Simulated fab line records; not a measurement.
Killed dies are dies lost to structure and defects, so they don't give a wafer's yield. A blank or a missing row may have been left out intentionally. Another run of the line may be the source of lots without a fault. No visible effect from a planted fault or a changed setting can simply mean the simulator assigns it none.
Split-lot trial || flow n5_finfet || 21 wafers read across 7 lots, on a route 1938 steps long

## THE SPLIT
At N5_BEOL_M1_TRENCH_ETCH_37 (etches SiOC in C4F6/O2, target depth 55.207 nm, time 29 s), the setting time_s was moved away from the recipe's 29 s on 7 of the 21 wafers read, by -15.0% to +12.5%. For the rest of the wafers, this setting stayed at what the recipe calls for.

## FROM THE SPLIT TO THE READING: what the file shows between them, 2 steps
- N5_BEOL_M1_ETCH_41: etches SiCN in CH3F/O2, target depth 31.9 nm, time 57.8 s
- N5_BEOL_M1_STRIP_97: strips in N2/H2, time 10 s

## THE READING
trench_depth_nm, in nm, at N5_BEOL_M1_OCD_MEAS_38. Fault-free wafers of this fab line usually give 55.0 nm, standard deviation 0.75 nm.

{"wafer": "L081.1", "tool, chamber at the split": "rie_diel-05, 3", "time_s as run, s": 32.57, "against the recipe": "+12.3%", "trench_depth_nm, nm": 60.3, "against lot-mates on the recipe": "+6.1"}
{"wafer": "L081.3", "tool, chamber at the split": "rie_diel-05, 2", "time_s as run, s": 29, "against the recipe": "recipe", "trench_depth_nm, nm": 54.2, "against lot-mates on the recipe": "-"}
{"wafer": "L081.6", "tool, chamber at the split": "rie_diel-05, 0", "time_s as run, s": 32.57, "against the recipe": "+12.3%", "trench_depth_nm, nm": 61.6, "against lot-mates on the recipe": "+7.4"}
{"wafer": "L082.1", "tool, chamber at the split": "rie_diel-05, 0", "time_s as run, s": 29, "against the recipe": "recipe", "trench_depth_nm, nm": 53.7, "against lot-mates on the recipe": "-"}
{"wafer": "L082.4", "tool, chamber at the split": "rie_diel-05, 3", "time_s as run, s": 29, "against the recipe": "recipe", "trench_depth_nm, nm": 53.2, "against lot-mates on the recipe": "-"}
{"wafer": "L082.5", "tool, chamber at the split": "rie_diel-05, 0", "time_s as run, s": 29, "against the recipe": "recipe", "trench_depth_nm, nm": 54.2, "against lot-mates on the recipe": "-"}
{"wafer": "L084.3", "tool, chamber at the split": "rie_diel-04, 0", "time_s as run, s": 29, "against the recipe": "recipe", "trench_depth_nm, nm": 53.6, "against lot-mates on the recipe": "-"}
{"wafer": "L084.4", "tool, chamber at the split": "rie_diel-04, 3", "time_s as run, s": 32.63, "against the recipe": "+12.5%", "trench_depth_nm, nm": 61.6, "against lot-mates on the recipe": "+7.3"}
{"wafer": "L084.6", "tool, chamber at the split": "rie_diel-04, 1", "time_s as run, s": 29, "against the recipe": "recipe", "trench_depth_nm, nm": 55.0, "against lot-mates on the recipe": "-"}
{"wafer": "L085.1", "tool, chamber at the split": "rie_diel-05, 3", "time_s as run, s": 29, "against the recipe": "recipe", "trench_depth_nm, nm": 53.6, "against lot-mates on the recipe": "-"}
{"wafer": "L085.3", "tool, chamber at the split": "rie_diel-05, 1", "time_s as run, s": 25.2, "against the recipe": "-13.1%", "trench_depth_nm, nm": 48.6, "against lot-mates on the recipe": -5.0}
{"wafer": "L085.5", "tool, chamber at the split": "rie_diel-05, 0", "time_s as run, s": 25.2, "against the recipe": "-13.1%", "trench_depth_nm, nm": 47.6, "against lot-mates on the recipe": -6.0}
{"wafer": "L088.4", "tool, chamber at the split": "rie_diel-02, 0", "time_s as run, s": 24.65, "against the recipe": "-15.0%", "trench_depth_nm, nm": 46.0, "against lot-mates on the recipe": -8.5}
{"wafer": "L088.5", "tool, chamber at the split": "rie_diel-02, 1", "time_s as run, s": 24.65, "against the recipe": "-15.0%", "trench_depth_nm, nm": 46.7, "against lot-mates on the recipe": -7.8}
{"wafer": "L088.6", "tool, chamber at the split": "rie_diel-02, 2", "time_s as run, s": 29, "against the recipe": "recipe", "trench_depth_nm, nm": 54.5, "against lot-mates on the recipe": "-"}
{"wafer": "L096.1", "tool, chamber at the split": "rie_diel-02, 3", "time_s as run, s": 29, "against the recipe": "recipe", "trench_depth_nm, nm": 54.9, "against lot-mates on the recipe": "-"}
{"wafer": "L096.2", "tool, chamber at the split": "rie_diel-02, 0", "time_s as run, s": 29, "against the recipe": "recipe", "trench_depth_nm, nm": 54.4, "against lot-mates on the recipe": "-"}
{"wafer": "L096.4", "tool, chamber at the split": "rie_diel-02, 2", "time_s as run, s": 29, "against the recipe": "recipe", "trench_depth_nm, nm": 55.5, "against lot-mates on the recipe": "-"}
{"wafer": "L097.1", "tool, chamber at the split": "rie_diel-02, 0", "time_s as run, s": 29, "against the recipe": "recipe", "trench_depth_nm, nm": 53.9, "against lot-mates on the recipe": "-"}
{"wafer": "L097.4", "tool, chamber at the split": "rie_diel-02, 0", "time_s as run, s": 29, "against the recipe": "recipe", "trench_depth_nm, nm": 54.2, "against lot-mates on the recipe": "-"}
{"wafer": "L097.5", "tool, chamber at the split": "rie_diel-02, 2", "time_s as run, s": 29, "against the recipe": "recipe", "trench_depth_nm, nm": 55.1, "against lot-mates on the recipe": "-"}

FIT RESULTS
A straight line over all 21 wafers: trench_depth_nm changes by +0.525 nm for each +1% of time_s; r = +0.99; the points scatter about the line by 0.67 nm.
The same after taking each lot's own level away (the mean of its wafers on the recipe; 21 wafers): +0.518 nm for each +1%; r = +0.99; scatter 0.67 nm.
Per that fit: largest time_s move, reading shift of 7.8 nm.
Measured against the standard deviation above, the lots' own levels, which go from 53.60 to 54.93 nm, span 1.8 times it.
The two slopes agree, so the slope changes little with the lot-to-lot level.
Check: -7.38 nm against its lot-mates is what the line predicts for one of the wafers moved furthest among these (-15.0%) when that wafer is left out of the fit. Against them it came out at -8.5 nm.

## ADDITIONAL SPLITS CARRIED BY THESE WAFERS
Other splits were also applied to these wafers ahead of the reading. Each is held against what the fit with the lots' levels taken away leaves over:
{"other split on the same wafers": "N5_GATE_CUT_ALD_22 ald_cycles", "wafers away from the commonest value": 6, "r with trench_depth_nm (lot level and that fit taken away)": -0.12}
{"other split on the same wafers": "N5_MOL_CONTACT_COAG_PECVD_31 temp_c", "wafers away from the commonest value": 7, "r with trench_depth_nm (lot level and that fit taken away)": -0.30}
{"other split on the same wafers": "N5_MOL_CONTACT_COAG_COAT_76 spin_rpm", "wafers away from the commonest value": 6, "r with trench_depth_nm (lot level and that fit taken away)": "+0.25"}
{"other split on the same wafers": "N5_MOL_CONTACT_COAG_CVD_140 target_thk_a", "wafers away from the commonest value": 7, "r with trench_depth_nm (lot level and that fit taken away)": "+0.02"}
{"other split on the same wafers": "N5_BEOL_M0_SAQP_PECVD_96 time_s", "wafers away from the commonest value": 5, "r with trench_depth_nm (lot level and that fit taken away)": -0.23}
{"other split on the same wafers": "N5_BEOL_M0_ETCH_138 source_w", "wafers away from the commonest value": 6, "r with trench_depth_nm (lot level and that fit taken away)": -0.31}
{"other split on the same wafers": "N5_BEOL_M0_ETCH_109 bias_w", "wafers away from the commonest value": 6, "r with trench_depth_nm (lot level and that fit taken away)": -0.69}
{"other split on the same wafers": "N5_BEOL_M1_ETCH_64 source_w", "wafers away from the commonest value": 12, "r with trench_depth_nm (lot level and that fit taken away)": "+0.24"}
{"other split on the same wafers": "N5_BEOL_M1_ETCH_70 time_s", "wafers away from the commonest value": 7, "r with trench_depth_nm (lot level and that fit taken away)": -0.11}

## THE WHOLE CHAIN: every reading that the file lists as answering this split, in the file's order
{"step": "N5_BEOL_M1_TRENCH_ETCH_37", "what it does": "etches SiOC in C4F6/O2, target depth 55.207 nm, time 29 s", "reading": "BEOL_M1.feature_depth_nm (the simulator's own value, which no gauge read)", "change (the file's fit)": "+0.545 nm for each +1% of the setting", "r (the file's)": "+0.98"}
{"step": "N5_BEOL_M1_TRENCH_ETCH_37", "what it does": "etches SiOC in C4F6/O2, target depth 55.207 nm, time 29 s", "reading": "etch.depth_nm (the simulator's own value, which no gauge read)", "change (the file's fit)": "+0.541 nm for each +1% of the setting", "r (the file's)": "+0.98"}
{"step": "N5_BEOL_M1_OCD_MEAS_38", "what it does": "", "reading": "trench_depth_nm", "change (the file's fit)": "+0.523 nm for each +1% of the setting", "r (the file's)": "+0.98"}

## FILE'S OWN FIT
trench_depth_nm changes by +0.523 nm for each +1% of time_s, r = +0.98.
